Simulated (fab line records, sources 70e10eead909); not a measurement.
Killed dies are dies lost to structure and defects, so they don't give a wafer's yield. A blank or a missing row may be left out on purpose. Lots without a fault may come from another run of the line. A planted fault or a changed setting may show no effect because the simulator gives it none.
Chamber matching | flow nand_harc | NHARC_A_WL_FILL_ALD_02 on ald_metal-02: 4 sister chambers
The step deposits TiN, target thk 2 nm, pulse time 3 s, ald cycles 100. 8 wafers are shown with their chamber, then 9 later ones without.

WAFERS WITH THEIR CHAMBER
wafer  | chamber | heater_power_outer_w (W) | heater_power_w (W)
L463.5 | 2       | 755                      | 1149
L463.6 | 1       | 784                      | 1250
L465.1 | 0       | 659                      | 1091
L465.3 | 2       | 723                      | 1146
L465.5 | 3       | 643                      | 1089
L469.1 | 0       | 635                      | 1100
L469.2 | 1       | 777                      | 1268
L469.4 | 3       | 629                      | 1062

WAFERS WITHOUT THEIR CHAMBER
wafer  | heater_power_outer_w (W) | heater_power_w (W)
L468.2 | 792                      | 1262
L468.5 | 759                      | 1124
L468.6 | 636                      | 1048
L470.1 | 640                      | 1072
L470.2 | 628                      | 1067
L470.4 | 730                      | 1130
L472.1 | 727                      | 1119
L472.3 | 642                      | 1044
L472.5 | 736                      | 1154

WHICH CHAMBER EACH WENT THROUGH
wafer  | from the rows above     | in truth
L468.2 | 1                       | 1
L468.5 | 2                       | 2
L468.6 | can't be placed: 3 or 0 | 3
L470.1 | can't be placed: 3 or 0 | 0
L470.2 | can't be placed: 3 or 0 | 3
L470.4 | 2                       | 2
L472.1 | 2                       | 2
L472.3 | can't be placed: 3 or 0 | 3
L472.5 | 2                       | 2
Placed correctly: 5 of 9. Can't be placed from these rows: 4 (the true chamber is among the candidates in 4). Placed wrongly: 0.
How it was worked out, from the rows above alone: a wafer's distance from a chamber is the root of the sum, over the readings, of the square of ((its reading less the chamber's mean) divided by the reading's scatter). The wafer belongs to the nearest chamber; if the next one is less than 2 further off, it can't be placed. A chamber's mean is the mean of its shown wafers. The scatter: the root of (the sum of the squares of (reading less its chamber's mean) over the shown wafers, divided by (wafers less chambers)).
